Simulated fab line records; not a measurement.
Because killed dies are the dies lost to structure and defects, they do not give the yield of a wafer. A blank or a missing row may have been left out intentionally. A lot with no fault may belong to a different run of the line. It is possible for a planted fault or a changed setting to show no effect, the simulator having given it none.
2 desks, one fault ; flow nand-harc ; every desk sees just its own numbers, and what lay behind them comes last

== THE DEFECT DESK ==
Per lot, the means of the sampled wafers with a number show what the inspections along the route counted. A lot is out of limits, marked OUT, if its mean lies more than 4 standard deviations from the usual mean; the brackets give that distance.
Columns: A = raw-defect-count at NHARC_A_WL_FILL_INSPECT_15, usual 492
lot;first seen here;A
L220;day 20 21:14;530
L222;day 21 08:40;425
L221;day 21 13:49;519
L229;day 24 23:47;552
L232;day 26 11:13;527
L233;day 26 11:13;362
L235;day 27 02:43;668
L237;day 27 14:55;463
L236;day 28 01:09;455
L238;day 28 11:16;507
L243;day 30 08:33;376
L242;day 30 08:40;616
L241;day 30 14:37;590
This desk's finding: nothing out of limits on any of the 13 lots.

== TOOL OWNER'S DESK, cmp-02 ==
The tool's own readings at NHARC_A_WL_FILL_CMP_12 (polishes, t overpolish 30 s, target thk 100 nm): means of the sampled wafers that have a number, for each lot that ran on this tool. A lot is out of limits, marked OUT, if its mean lies more than 4 standard deviations from the usual mean; the brackets give that distance.
Columns: A = motor-current-A at NHARC_A_WL_FILL_CMP_12, usual 11.8 A; B = overpolish-run-s at NHARC_A_WL_FILL_CMP_12, usual 30.000 s; C = pad-life-wafers at NHARC_A_WL_FILL_CMP_12, usual 183; D = time-to-endpoint-s at NHARC_A_WL_FILL_CMP_12, usual 20.0 s
lot;first seen here;A;B;C;D
L221;day 21 13:20;11.5;29.999;200;19.9
L229;day 24 23:20;12.6;30.007;223;18.4
L236;day 28 00:41;11.4;29.994;68;19.8
L243;day 30 08:05;12.5;30.003;324;20.2
This desk's finding: nothing out of limits on any of the 4 lots.

== ALL TOGETHER ==
The defect desk saw nothing out of limits.
The tool owner's desk saw nothing out of limits.

== WHAT THE SIMULATOR HAD INSERTED ==
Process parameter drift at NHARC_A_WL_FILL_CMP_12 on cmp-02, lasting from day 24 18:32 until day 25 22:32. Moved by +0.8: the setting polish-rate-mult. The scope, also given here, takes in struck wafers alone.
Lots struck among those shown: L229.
